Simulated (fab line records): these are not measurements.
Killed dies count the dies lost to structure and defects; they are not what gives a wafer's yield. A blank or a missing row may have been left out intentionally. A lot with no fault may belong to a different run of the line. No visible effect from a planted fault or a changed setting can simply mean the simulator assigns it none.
Chamber matching ; flow n5-finfet ; N5_SPACER0_ALD_08 on ald-sin-02: 4 sister chambers
The step deposits SiNx, target thk 2 nm. 4 wafers are shown with their chamber, then 9 later ones without.

## WAFERS WITH THEIR CHAMBER
wafer;chamber;heater-power-w (W)
L080.1;1;843
L091.1;0;812
L091.3;3;914
L091.4;2;856

## WAFERS MISSING THEIR CHAMBER
wafer;heater-power-w (W)
L094.2;872
L094.3;807
L094.5;950
L095.1;917
L095.2;850
L095.4;812
L096.2;824
L096.3;868
L096.4;852

## THE CHAMBER EACH PASSED THROUGH
wafer;from the rows above;in truth
L094.2;can't be placed: 2 or 1 or 3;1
L094.3;0;0
L094.5;3;3
L095.1;3;3
L095.2;can't be placed: 2 or 1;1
L095.4;0;0
L096.2;can't be placed: 0 or 1 or 2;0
L096.3;can't be placed: 2 or 1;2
L096.4;can't be placed: 2 or 1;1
Correctly placed: 4 of 9. Not placeable from these rows: 5 (in 5, the candidates include the true chamber). Placed wrongly: 0.
How it was worked out, from the rows above alone: a wafer's distance from a chamber is the root of the sum, over the readings, of the square of ((its reading less the chamber's mean) divided by the reading's scatter). The wafer belongs to the nearest chamber; if the next one is less than 2 further off, it can't be placed. A chamber's mean is the mean of its shown wafers. The scatter: root of mean squared gap, hidden wafer to nearest shown wafer, with one shown wafer a chamber.
